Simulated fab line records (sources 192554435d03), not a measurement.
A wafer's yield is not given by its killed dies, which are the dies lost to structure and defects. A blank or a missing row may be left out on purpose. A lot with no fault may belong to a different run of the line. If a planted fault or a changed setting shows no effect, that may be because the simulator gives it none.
fab line records -- flow n5Finfet -- part 1 of 2: steps 1 to 34 of 43
record: lots: 5, wafers: 15, lastDay: 20
route steps=1938 shown STI_FIN_REVEAL@193 DUMMY_GATE@212
lots with no fault: from the same line, run without faults
startH: the number of hours between the record's first day and the start of the first shown wafer of the lot -- waitH: hours since the lot's step before -- " unchanged from the row above -- L1.1+2: several wafers, shown together as one row -- - no value, or no start was given -- * or withheld: withheld -- < > ~ a bound
route shown NAME@n: NAME is a module with steps in the file, n the number in the route of the first one -- usual: the fault-free wafers' mean and standard deviation -- same: alike in all rows -- chamber/n: place in a boat -- sites: readings site by site -- _std_site: the values' standard deviation -- _edge_site: inner sites' mean taken away from outer sites' mean -- radiusMm: how far each site lies from the wafer's centre -- mask NAME#n: copy n -- behind: the tool/chamber that last shaped the wafer -- hold: the reason the lot was held/the length of the hold in hours/how it ended -- device: the n, p or np transistor that did not switch -- end of line: the route-end tests of the same wafers -- a step without rows: its recipe alone -- killed: dies that structure and defects cost at the first sort, which is not the same as the wafer's yield -- map: a wafer's dies, marking killed ones x, the rest . and places with no die _
set.NAME: the run value of the setting; set.NAME@STEP: its run value at that earlier step -- model.NAME: the simulator's own value behind a step, which no gauge read
a table for each step, a row for each wafer; lots at some steps of the route
services: when a tool's chamber went out of use (startH, in hours from the record's first day, below 0 if earlier), for how many hours, and the reason
== steps ==
step: N5_STI_FIN_REVEAL_PRECLEAN_26
recipe: chemistry: SC1, timeS: 45, tempC: 46, mix: 1:2:100
lot.wafer,tool,chamber,startH,waitH
L075.1+3+6,wetBench-03,"2,4,0",42.10,0.0
L076.1+2+6,wetBench-06,"1,4,3",48.60,0.0
L080.3+5+6,wetBench-03,"5,1,3",70.22,0.0
L089.1+4+6,wetBench-03,"2,4,3",124.37,0.0
L097.3+5+6,wetBench-06,"3,4,5",174.89,0.0
step: N5_STI_FIN_REVEAL_PRECLEAN_29
recipe: chemistry: DHF, timeS: 30, tempC: 25, dilution: 300:1
lot.wafer,tool,chamber,startH,waitH
L075.1+3+6,wetBench-03,"2,4,0",42.11,0.0
L076.1+2+6,wetBench-06,"1,4,3",48.63,0.0
L080.3+5+6,wetBench-03,"5,1,3",70.24,0.0
L089.1+4+6,wetBench-03,"2,4,3",124.38,0.0
L097.3+5+6,wetBench-06,"3,4,5",174.90,0.0
step: N5_STI_FIN_REVEAL_SRD_12
recipe: timeS: 30, tempC: 23, rinseLiquid: diw, dry: ipaMarangoni
lot.wafer,tool,chamber,startH,waitH
L075.1+3+6,wetBench-03,"2,4,0",42.12,0.0
L076.1+2+6,wetBench-06,"1,4,3",48.65,0.0
L080.3+5+6,wetBench-03,"5,1,3",70.24,0.0
L089.1+4+6,wetBench-03,"2,4,3",124.39,0.0
L097.3+5+6,wetBench-06,"3,4,5",174.91,0.0
step: N5_STI_FIN_REVEAL_RECESS_09
recipe: chemistry: HF/NH3, target: SiO2, afsCycles: 11, targetDepthA: 425, tempC: 30, sublimationTempC: 180, sublimationTimeS: 60
usual: drypumpMotorCurrentA: 5.3/0.36
lot.wafer,tool,chamber,startH,waitH,drypumpMotorCurrentA
L075.1,vaporEtch-01,1,42.16,0.0,5.4
L075.3,vaporEtch-01,0,42.16,0.0,4.8
L075.6,vaporEtch-01,0,42.16,0.0,4.8
L076.1,vaporEtch-02,0,48.71,0.0,5.7
L076.2,vaporEtch-02,1,48.71,0.0,5.4
L076.6,vaporEtch-02,1,49.77,1.1,5.4
L080.3,vaporEtch-01,1,70.82,0.6,5.4
L080.5,vaporEtch-01,1,70.82,0.6,5.4
L080.6,vaporEtch-01,0,70.82,0.6,4.8
L089.1,vaporEtch-02,1,124.44,0.0,5.4
L089.4,vaporEtch-02,1,124.44,0.0,5.4
L089.6,vaporEtch-02,0,124.44,0.0,5.8
L097.3,vaporEtch-01,0,175.48,0.6,4.8
L097.5,vaporEtch-01,1,175.48,0.6,5.4
L097.6,vaporEtch-01,0,175.48,0.6,4.8
step: N5_STI_FIN_REVEAL_STRIP_16
recipe: chemistry: H3PO4, material: SiNx, tempC: 165, targetDepthA: 238, overetchFraction: 0.4964, dry: ipaMarangoni
lot.wafer,tool,chamber,startH,waitH
L075.1+3+6,wetBench-05,"1,4,2",43.78,1.1
L076.1+2+6,wetBench-06,"5,3,4",50.33,1.1
L080.3+5+6,wetBench-06,"6,7,1",71.91,0.6
L089.1+4+6,wetBench-06,"7,5,4",126.05,1.1
L097.3+5+6,wetBench-03,"6,2,4",176.57,0.6
step: N5_STI_FIN_REVEAL_PRECLEAN_17
recipe: chemistry: NF3:NH3, afsCycles: 1, tempC: 30, timeS: 20, sublimationTempC: 180, sublimationTimeS: 60, pressureTorr: 3, rfPowerW: 30
lot.wafer,tool,chamber,startH,waitH
L075.1+3+6,remotePlasma-02,0,44.05,0.0
L076.1+2+6,remotePlasma-01,0,50.94,0.0
L080.3+5+6,remotePlasma-01,0,72.24,0.1
L089.1+4+6,remotePlasma-02,0,126.32,0.0
L097.3+5+6,remotePlasma-02,1,176.90,0.1
step: N5_STI_FIN_REVEAL_ETCH_34
recipe: chemistry: H2, mode: isotropic, material: Si, target: Si, targetDepthA: 9.7, tempC: 20, pressureMtorr: 4.5, icpW: 300, biasW: 0, h2FlowSccm: 7.5, heFlowSccm: 142.5
usual: drypumpMotorCurrentA: 5.6/0.41, heBacksideLeakSccm: 2.70/0.29, oesProductAu: 1.007/0.018, throttleValvePct: 25.6/0.49
lot.wafer,tool,chamber,startH,waitH,drypumpMotorCurrentA,heBacksideLeakSccm,oesProductAu,rfHoursCounterH,throttleValvePct
L075.1,rieSi-01,1,44.25,0.2,5.7,2.72,1.001,14,26.2
L075.3,rieSi-01,0,44.25,0.2,6.1,2.41,0.972,6,26.3
L075.6,rieSi-01,2,44.25,0.2,4.8,2.56,1.030,-,25.4
L076.1,rieSi-05,3,51.14,0.2,5.9,2.76,0.978,6,25.5
L076.2,rieSi-05,1,51.14,0.2,5.0,3.02,1.009,60,25.9
L076.6,rieSi-05,2,51.14,0.2,6.0,2.37,1.016,-,25.9
L080.3,rieSi-01,1,72.39,0.1,5.7,2.70,0.999,14,26.2
L080.5,rieSi-01,2,72.39,0.1,4.8,2.55,1.016,-,25.4
L080.6,rieSi-01,3,72.39,0.1,5.5,3.17,1.004,-,25.0
L089.1,rieSi-01,2,126.53,0.2,4.8,2.42,1.013,43,25.4
L089.4,rieSi-01,0,126.53,0.2,6.0,2.46,0.963,8,26.3
L089.6,rieSi-01,3,126.53,0.2,5.5,3.22,0.997,-,25.0
L097.3,rieSi-05,3,177.04,0.1,5.9,2.98,0.985,9,25.4
L097.5,rieSi-05,1,177.04,0.1,5.0,2.98,1.005,-,25.9
L097.6,rieSi-05,2,177.04,0.1,6.0,2.50,1.016,-,25.9
step: N5_STI_FIN_REVEAL_OXIDATION_31
recipe: chemistry: O2_PLASMA_REMOTE, tempC: 150, timeS: 20, pressureMtorr: 1000, sourcePowerW: 2000, o2FlowSccm: 3000
usual: drypumpMotorCurrentA: 5.8/0.46, heaterPowerW: 148/9
lot.wafer,tool,chamber,startH,waitH,drypumpMotorCurrentA,heaterPowerW,rfHoursCounterH
L075.1,plasmaAsher-01,1,44.31,0.0,6.5,154,77
L075.3,plasmaAsher-01,0,44.31,0.0,5.5,142,-
L075.6,plasmaAsher-01,0,44.31,0.0,5.5,134,-
L076.1,plasmaAsher-01,1,51.20,0.0,6.5,159,78
L076.2,plasmaAsher-01,0,51.20,0.0,5.6,140,78
L076.6,plasmaAsher-01,0,51.20,0.0,5.5,138,-
L080.3,plasmaAsher-01,1,72.47,0.1,6.5,156,-
L080.5,plasmaAsher-01,0,72.47,0.1,5.6,142,-
L080.6,plasmaAsher-01,1,72.47,0.1,6.5,159,-
L089.1,plasmaAsher-01,0,126.59,0.0,5.6,141,98
L089.4,plasmaAsher-01,0,126.59,0.0,5.6,138,-
L089.6,plasmaAsher-01,0,126.59,0.0,5.6,142,-
L097.3,plasmaAsher-02,0,177.13,0.1,5.2,153,-
L097.5,plasmaAsher-02,1,177.13,0.1,6.0,139,-
L097.6,plasmaAsher-02,0,177.13,0.1,5.2,153,-
step: N5_STI_FIN_REVEAL_PRECLEAN_32
recipe: chemistry: NF3:NH3, afsCycles: 1, tempC: 30, timeS: 20, sublimationTempC: 180, sublimationTimeS: 60, pressureTorr: 3, rfPowerW: 30
lot.wafer,tool,chamber,startH,waitH
L075.1+3+6,remotePlasma-01,1,44.40,0.1
L076.1+2+6,remotePlasma-02,0,51.28,0.1
L080.3+5+6,remotePlasma-01,0,72.59,0.1
L089.1+4+6,remotePlasma-02,1,126.67,0.1
L097.3+5+6,remotePlasma-01,0,177.25,0.1
step: N5_STI_FIN_REVEAL_STRIP_35
recipe: chemistry: H3PO4, material: Si3N4, tempC: 165, targetDepthA: 40, timeS: 39
lot.wafer,tool,chamber,startH,waitH
L075.1+3+6,wetBench-03,"7,6,1",44.61,0.2
L076.1+2+6,wetBench-06,"3,1,5",51.49,0.2
L080.3+5+6,wetBench-06,"6,7,4",72.74,0.1
L089.1+4+6,wetBench-06,"4,3,6",126.88,0.2
L097.3+5+6,wetBench-05,"6,5,1",177.40,0.1
step: N5_STI_FIN_REVEAL_SRD_21
recipe: dry: ipaMarangoni, timeS: 30, tempC: 23, rinseLiquid: diw
lot.wafer,tool,chamber,startH,waitH
L075.1+3+6,wetBench-03,"7,6,1",44.62,0.0
L076.1+2+6,wetBench-06,"3,1,5",51.52,0.0
L080.3+5+6,wetBench-06,"6,7,4",72.75,0.0
L089.1+4+6,wetBench-06,"4,3,6",126.89,0.0
L097.3+5+6,wetBench-05,"6,5,1",177.41,0.0
step: N5_STI_FIN_REVEAL_OXIDATION_33
recipe: chemistry: O2_PLASMA_REMOTE, tempC: 150, timeS: 20, pressureMtorr: 1000, sourcePowerW: 2000, o2FlowSccm: 3000
usual: drypumpMotorCurrentA: 5.9/0.47, heaterPowerW: 148/8.8
lot.wafer,tool,chamber,startH,waitH,drypumpMotorCurrentA,heaterPowerW,rfHoursCounterH
L075.1,plasmaAsher-01,1,44.67,0.0,6.4,154,77
L075.3,plasmaAsher-01,1,44.67,0.0,6.5,156,-
L075.6,plasmaAsher-01,1,44.67,0.0,6.5,154,-
L076.1,plasmaAsher-01,1,51.59,0.0,6.5,153,78
L076.2,plasmaAsher-01,0,51.59,0.0,5.5,141,78
L076.6,plasmaAsher-01,0,51.59,0.0,5.6,141,-
L080.3,plasmaAsher-02,0,72.82,0.0,5.2,158,-
L080.5,plasmaAsher-02,1,72.82,0.0,5.9,139,-
L080.6,plasmaAsher-02,0,72.82,0.0,5.2,159,-
L089.1,plasmaAsher-02,0,126.94,0.0,5.2,153,43
L089.4,plasmaAsher-02,1,126.94,0.0,5.9,135,-
L089.6,plasmaAsher-02,0,126.94,0.0,5.2,154,-
L097.3,plasmaAsher-01,1,177.48,0.0,6.5,158,-
L097.5,plasmaAsher-01,1,177.48,0.0,6.5,155,-
L097.6,plasmaAsher-01,0,177.48,0.0,5.6,139,-
step: N5_STI_FIN_REVEAL_CLEAN_19
recipe: chemistry: O3/DIW, tempC: 25, timeS: 120, o3Ppm: 10
lot.wafer,tool,chamber,startH,waitH
L075.1+3+6,wetBench-03,"3,5,4",44.76,0.1
L076.1+2+6,wetBench-06,"7,4,2",51.74,0.1
L080.3+5+6,wetBench-03,"6,5,4",72.89,0.0
L089.1+4+6,wetBench-05,"7,5,6",127.03,0.1
L097.3+5+6,wetBench-05,"5,1,4",177.55,0.0
step: N5_STI_FIN_REVEAL_SRD_23
recipe: dry: ipaMarangoni, timeS: 30, tempC: 23, rinseLiquid: diw
lot.wafer,tool,chamber,startH,waitH
L075.1+3+6,wetBench-03,"3,5,4",44.80,0.0
L076.1+2+6,wetBench-06,"7,4,2",51.82,0.0
L080.3+5+6,wetBench-03,"6,5,4",72.92,0.0
L089.1+4+6,wetBench-05,"7,5,6",127.06,0.0
L097.3+5+6,wetBench-05,"5,1,4",177.59,0.0
step: N5_STI_FIN_REVEAL_CD_MEAS_22
recipe: targetCdNm: 6.238, pitchNm: 28, polarity: line
usual: cdNm: 6.15/0.29
lot.wafer,tool,chamber,startH,waitH,cdNm
L075.1,cdSem-02,-,44.84,0.0,6.51
L075.3,cdSem-02,-,44.84,0.0,6.22
L075.6,cdSem-02,-,44.84,0.0,6.16
L076.1,cdSem-01,-,51.88,0.0,6.06
L076.2,cdSem-01,-,51.88,0.0,5.87
L076.6,cdSem-01,-,51.88,0.0,5.72
L080.3,cdSem-01,-,72.97,0.0,6.40
L080.5,cdSem-01,-,72.97,0.0,6.33
L080.6,cdSem-01,-,72.97,0.0,6.55
L089.1,cdSem-02,-,127.10,0.0,6.34
L089.4,cdSem-02,-,127.10,0.0,6.78
L089.6,cdSem-02,-,127.10,0.0,6.38
L097.3,cdSem-03,-,177.63,0.0,6.16
L097.5,cdSem-03,-,177.63,0.0,6.02
L097.6,cdSem-03,-,177.63,0.0,6.23
step: N5_STI_FIN_REVEAL_FIN_H_MEAS_10
usual: trenchDepthNm: 51.8/0.7
lot.wafer,tool,chamber,startH,waitH,trenchDepthNm
L075.1,ocd-02,-,44.87,0.0,52.8
L075.3,ocd-02,-,44.87,0.0,52.2
L075.6,ocd-02,-,44.87,0.0,52.7
L076.1,ocd-02,-,51.91,0.0,52.0
L076.2,ocd-02,-,51.91,0.0,52.9
L076.6,ocd-02,-,51.91,0.0,53.1
L080.3,ocd-02,-,73.00,0.0,51.9
L080.5,ocd-02,-,73.00,0.0,51.4
L080.6,ocd-02,-,73.00,0.0,53.1
L089.1,ocd-02,-,127.13,0.0,50.7
L089.4,ocd-02,-,127.13,0.0,50.8
L089.6,ocd-02,-,127.13,0.0,50.9
L097.3,ocd-01,-,177.66,0.0,52.1
L097.5,ocd-01,-,177.66,0.0,51.9
L097.6,ocd-01,-,177.66,0.0,52.1
step: N5_STI_FIN_REVEAL_PRECLEAN_18
recipe: chemistry: SC2, timeS: 45, tempC: 35, mix: 1:1:50
lot.wafer,tool,chamber,startH,waitH
L075.1+3+6,wetBench-05,"1,2,3",44.90,0.0
L076.1+2+6,wetBench-05,"2,3,1",51.95,0.0
L080.3+5+6,wetBench-03,"0,7,5",73.03,0.0
L089.1+4+6,wetBench-03,"7,6,3",127.17,0.0
L097.3+5+6,wetBench-03,"7,1,0",177.72,0.1
step: N5_STI_FIN_REVEAL_SRD_28
recipe: dry: ipaMarangoni, timeS: 30, tempC: 23, rinseLiquid: diw
lot.wafer,tool,chamber,startH,waitH
L075.1+3+6,wetBench-05,"1,2,3",44.92,0.0
L076.1+2+6,wetBench-05,"2,3,1",51.97,0.0
L080.3+5+6,wetBench-03,"0,7,5",73.04,0.0
L089.1+4+6,wetBench-03,"7,6,3",127.18,0.0
L097.3+5+6,wetBench-03,"7,1,0",177.74,0.0
step: N5_STI_FIN_REVEAL_INSPECT_13
recipe: inspectInstrument: darkfield, mode: postClean
usual: rawDefectCount: 11/5.3
lot.wafer,tool,chamber,startH,waitH,rawDefectCount
L075.1,defectInspect-01,-,44.96,0.0,9
L075.3,defectInspect-01,-,44.96,0.0,10
L075.6,defectInspect-01,-,44.96,0.0,8
L076.1,defectInspect-01,-,52.01,0.0,6
L076.2,defectInspect-01,-,52.01,0.0,7
L076.6,defectInspect-01,-,52.01,0.0,10
L080.3,defectInspect-01,-,73.08,0.0,22
L080.5,defectInspect-01,-,73.08,0.0,35
L080.6,defectInspect-01,-,73.08,0.0,13
L089.1,defectInspect-01,-,127.22,0.0,12
L089.4,defectInspect-01,-,127.22,0.0,13
L089.6,defectInspect-01,-,127.22,0.0,17
L097.3,defectInspect-02,-,177.78,0.0,14
L097.5,defectInspect-02,-,177.78,0.0,14
L097.6,defectInspect-02,-,177.78,0.0,9
step: N5_DUMMY_GATE_PRECLEAN_00
recipe: chemistry: O3/DIW, timeS: 60, tempC: 22, o3Ppm: 10
lot.wafer,tool,chamber,startH,waitH
L075.1+3+6,wetBench-01,"6,7,1",44.98,0.0
L076.1+2+6,wetBench-02,"2,4,0",52.04,0.0
L080.3+5+6,wetBench-02,"5,2,4",73.11,0.0
L089.1+4+6,wetBench-04,"5,1,7",127.25,0.0
L097.3+5+6,wetBench-01,"4,2,1",177.81,0.0
step: N5_DUMMY_GATE_SRD_01
recipe: timeS: 30, tempC: 23, rinseLiquid: diw, dry: ipaMarangoni
lot.wafer,tool,chamber,startH,waitH
L075.1+3+6,wetBench-01,"6,7,1",45.00,0.0
L076.1+2+6,wetBench-02,"2,4,0",52.06,0.0
L080.3+5+6,wetBench-02,"5,2,4",73.13,0.0
L089.1+4+6,wetBench-04,"5,1,7",127.27,0.0
L097.3+5+6,wetBench-01,"4,2,1",177.82,0.0
step: N5_DUMMY_GATE_ALD_02
recipe: material: SiO2, targetThkA: 20, tempC: 300, aldPrecursorFamily: BDEAS, aldCoReactant: O2-plasma, pulseTimeS: 1, pressureTorr: 2
usual: heaterPowerOuterW: 259/16, heaterPowerW: 465/34, precursorPulseHeightRel: 1.000/0.019
lot.wafer,tool,chamber,startH,waitH,heaterPowerOuterW,heaterPowerW,precursorPulseHeightRel
L075.1,aldSin-03,3,45.05,0.0,243,453,0.998
L075.3,aldSin-03,2,45.05,0.0,250,438,0.968
L075.6,aldSin-03,1,45.05,0.0,285,485,1.003
L076.1,aldSin-02,1,53.58,1.5,268,432,1.014
L076.2,aldSin-02,2,53.58,1.5,247,468,1.032
L076.6,aldSin-02,2,53.58,1.5,240,460,1.042
L080.3,aldSin-02,3,73.19,0.0,268,466,0.967
L080.5,aldSin-02,1,73.19,0.0,264,431,1.001
L080.6,aldSin-02,0,73.19,0.0,243,427,0.974
L089.1,aldSin-04,3,127.35,0.1,234,435,1.015
L089.4,aldSin-04,1,127.35,0.1,241,421,0.994
L089.6,aldSin-04,0,127.35,0.1,274,487,1.006
L097.3,aldSin-02,3,179.86,2.0,265,474,1.018
L097.5,aldSin-02,0,179.86,2.0,253,424,0.974
L097.6,aldSin-02,3,179.86,2.0,267,474,0.999
step: N5_DUMMY_GATE_CVD_03
recipe: material: a-Si, targetThkA: 1500, tempC: 530, precursor: SiH4, timeS: 8042
lot.wafer,tool,chamber,startH,waitH
L075.1+3+6,lpcvd-01,"1/15,1/25,1/39",45.16,0.1
L076.1+2+6,lpcvd-01,"1/40,1/45,1/64",53.69,0.1
L080.3+5+6,lpcvd-01,"1/75,1/84,1/89",73.29,0.1
L089.1+4+6,lpcvd-02,"0/15,0/29,0/39",129.59,2.2
L097.3+5+6,lpcvd-02,"0/25,0/34,0/39",179.96,0.1
step: N5_DUMMY_GATE_PRECLEAN_46
recipe: chemistry: DIW, timeS: 89.5, tempC: 23
lot.wafer,tool,chamber,startH,waitH
L075.1+3+6,wetBench-02,"2,4,5",48.83,0.0
L076.1+2+6,wetBench-01,"0,3,6",57.36,0.0
L080.3+5+6,wetBench-04,"1,2,3",76.97,0.0
L089.1+4+6,wetBench-02,"2,7,0",135.09,0.0
L097.3+5+6,wetBench-02,"7,0,5",183.64,0.0
step: N5_DUMMY_GATE_SRD_47
recipe: dryTimeS: 32, dry: n2Spin, spinRpm: 1500
lot.wafer,tool,chamber,startH,waitH
L075.1+3+6,wetBench-02,"2,4,5",48.86,0.0
L076.1+2+6,wetBench-01,"0,3,6",57.39,0.0
L080.3+5+6,wetBench-04,"1,2,3",77.03,0.0
L089.1+4+6,wetBench-02,"2,7,0",135.12,0.0
L097.3+5+6,wetBench-02,"7,0,5",183.67,0.0
step: N5_DUMMY_GATE_CMP_04
recipe: material: a-Si, postCmpClean: alkalineBrush
usual: motorCurrentA: 9.9/0.72, timeToEndpointS: 12.6/2.4
lot.wafer,tool,chamber,startH,waitH,motorCurrentA,timeToEndpointS
L075.3,cmp-02,2,48.89,0.0,10.6,12.5
L075.1,cmp-02,1,48.89,0.0,8.9,12.5
L075.6,cmp-02,2,48.89,0.0,10.5,13.3
L076.1,cmp-01,0,57.69,0.3,10.1,13.7
L076.2,cmp-01,1,57.69,0.3,9.7,16.6
L076.6,cmp-01,2,57.69,0.3,9.5,13.0
L080.3,cmp-01,1,77.10,0.1,10.3,12.1
L080.5,cmp-01,0,77.10,0.1,9.5,14.9
L080.6,cmp-01,1,77.10,0.1,10.0,14.3
L089.1,cmp-01,1,135.18,0.1,9.7,13.6
L089.4,cmp-01,2,135.18,0.1,9.0,13.2
L089.6,cmp-01,0,135.18,0.1,9.8,14.0
L097.3,cmp-02,1,183.79,0.1,9.2,13.4
L097.5,cmp-02,2,183.79,0.1,11.1,16.2
L097.6,cmp-02,3,183.79,0.1,10.5,9.9
step: N5_DUMMY_GATE_THK_MEAS_05
usual: thkNm: 71.9/1
lot.wafer,tool,chamber,startH,waitH,thkNm
L075.1,filmMetro-01,-,49.13,0.1,72.9
L075.3,filmMetro-01,-,49.13,0.1,73.2
L075.6,filmMetro-01,-,49.13,0.1,73.5
L076.1,filmMetro-02,-,57.87,0.1,72.3
L076.2,filmMetro-02,-,57.87,0.1,72.3
L076.6,filmMetro-02,-,57.87,0.1,72.4
L080.3,filmMetro-02,-,77.31,0.2,72.2
L080.5,filmMetro-02,-,77.31,0.2,72.2
L080.6,filmMetro-02,-,77.31,0.2,73.4
L089.1,filmMetro-02,-,135.39,0.2,72.1
L089.4,filmMetro-02,-,135.39,0.2,72.2
L089.6,filmMetro-02,-,135.39,0.2,72.7
L097.3,filmMetro-01,-,183.94,0.1,71.2
L097.5,filmMetro-01,-,183.94,0.1,72.7
L097.6,filmMetro-01,-,183.94,0.1,69.9
step: N5_DUMMY_GATE_HM_DEP_06
recipe: material: SiNx, targetThkA: 800, precursor: DCS/NH3, tempC: 700, pressureMtorr: 300, timeS: 5141
lot.wafer,tool,chamber,startH,waitH
L075.1+3+6,lpcvd-02,"1/90,1/100,1/114",49.16,0.0
L076.1+2+6,lpcvd-01,"0/90,0/95,0/114",57.91,0.0
L080.3+5+6,lpcvd-02,"1/50,1/59,1/64",77.33,0.0
L089.1+4+6,lpcvd-02,"1/15,1/29,1/39",135.42,0.0
L097.3+5+6,lpcvd-02,"0/100,0/109,0/114",183.97,0.0
step: N5_DUMMY_GATE_PECVD_30
recipe: material: SiO2, targetThkA: 550, tempC: 400, precursor: TEOS/O2, pressureTorr: 6.5, rfW: withheld, teosFlowSccm: withheld, gas: O2, flowSccm: 2650, timeS: 10.8
lot.wafer,tool,chamber,startH,waitH
L075.1+3+6,pecvd-04,"0,1,2",53.12,0.0
L076.1+2+6,pecvd-04,"0,2,1",61.85,0.0
L080.3+5+6,pecvd-03,"2,1,0",81.29,0.0
L089.1+4+6,pecvd-04,"2,2,1",141.32,0.0
L097.3+5+6,pecvd-02,"0,1,0",187.93,0.1
step: N5_DUMMY_GATE_COAT_34
recipe: resist: SOC, tempC: 250, timeS: 60, spinRpm: 1500, resistThkNm: 60
lot.wafer,tool,chamber,startH,waitH
L075.1+3+6,lithoTrack-04,0,53.17,0.0
L076.1+2+6,lithoTrack-01,0,61.91,0.0
L080.3+5+6,lithoTrack-02,0,81.35,0.0
L089.1+4+6,lithoTrack-02,0,141.37,0.0
L097.3+5+6,lithoTrack-04,0,188.00,0.1
step: N5_DUMMY_GATE_COAT_35
recipe: resist: SiARC, tempC: 220, timeS: 60, spinRpm: 1500, resistThkNm: 10
lot.wafer,tool,chamber,startH,waitH
L075.1+3+6,lithoTrack-04,0,-,-
L076.1+2+6,lithoTrack-01,0,-,-
L080.3+5+6,lithoTrack-02,0,-,-
L089.1+4+6,lithoTrack-02,0,-,-
L097.3+5+6,lithoTrack-04,0,-,-
step: N5_DUMMY_GATE_COAT_28
recipe: resist: underlayer, tempC: 205, timeS: 60, spinRpm: 1500, resistThkNm: 10
lot.wafer,tool,chamber,startH,waitH
L075.1+3+6,lithoTrack-04,0,-,-
L076.1+2+6,lithoTrack-01,0,-,-
L080.3+5+6,lithoTrack-02,0,-,-
L089.1+4+6,lithoTrack-02,0,-,-
L097.3+5+6,lithoTrack-04,0,-,-
step: N5_DUMMY_GATE_COAT_09
recipe: resist: CAR-EUV, spinRpm: 1500, resistThkNm: 30
lot.wafer,tool,chamber,startH,waitH
L075.1+3+6,lithoTrack-04,0,-,-
L076.1+2+6,lithoTrack-01,0,-,-
L080.3+5+6,lithoTrack-02,0,-,-
L089.1+4+6,lithoTrack-02,0,-,-
L097.3+5+6,lithoTrack-04,0,-,-
step: N5_DUMMY_GATE_EBR_11
recipe: solvent: PGMEA, ebrWidthMm: 1.5
lot.wafer,tool,chamber,startH,waitH
L075.1+3+6,lithoTrack-04,0,-,-
L076.1+2+6,lithoTrack-01,0,-,-
L080.3+5+6,lithoTrack-02,0,-,-
L089.1+4+6,lithoTrack-02,0,-,-
L097.3+5+6,lithoTrack-04,0,-,-
